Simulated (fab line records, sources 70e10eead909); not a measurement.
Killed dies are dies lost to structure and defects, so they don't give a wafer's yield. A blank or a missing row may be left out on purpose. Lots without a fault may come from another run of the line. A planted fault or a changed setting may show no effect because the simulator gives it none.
Chamber matching | flow nand_harc | NHARC_A_STAIRCASE_DESCUM_291 on rie_diel-06: 4 sister chambers
The step chemistry O2, time 3 s. 8 wafers are shown with their chamber, then 9 later ones without.

WAFERS WITH THEIR CHAMBER
wafer  | chamber | showerhead_plenum_p_Torr (Torr) | drypump_motor_current_A (A)
L079.3 | 2       | 2.07                            | 5.5
L082.1 | 3       | 1.78                            | 6.0
L089.4 | 1       | 1.93                            | 6.1
L089.5 | 1       | 1.93                            | 6.0
L089.6 | 0       | 1.84                            | 5.1
L091.1 | 2       | 2.06                            | 5.4
L091.2 | 3       | 1.77                            | 6.0
L091.6 | 0       | 1.84                            | 5.1

WAFERS WITHOUT THEIR CHAMBER
wafer  | showerhead_plenum_p_Torr (Torr) | drypump_motor_current_A (A)
L092.2 | 1.84                            | 5.1
L092.3 | 1.77                            | 6.0
L092.6 | 1.84                            | 5.1
L094.2 | 1.84                            | 5.1
L094.4 | 1.92                            | 6.0
L094.6 | 1.84                            | 5.1
L096.3 | 1.77                            | 6.0
L096.4 | 2.06                            | 5.4
L096.5 | 1.84                            | 5.1

WHICH CHAMBER EACH WENT THROUGH
wafer  | from the rows above | in truth
L092.2 | 0                   | 0
L092.3 | 3                   | 3
L092.6 | 0                   | 0
L094.2 | 0                   | 0
L094.4 | 1                   | 1
L094.6 | 0                   | 0
L096.3 | 3                   | 3
L096.4 | 2                   | 2
L096.5 | 0                   | 0
Placed correctly: 9 of 9. Can't be placed from these rows: 0. Placed wrongly: 0.
How it was worked out, from the rows above alone: a wafer's distance from a chamber is the root of the sum, over the readings, of the square of ((its reading less the chamber's mean) divided by the reading's scatter). The wafer belongs to the nearest chamber; if the next one is less than 2 further off, it can't be placed. A chamber's mean is the mean of its shown wafers. The scatter: the root of (the sum of the squares of (reading less its chamber's mean) over the shown wafers, divided by (wafers less chambers)).
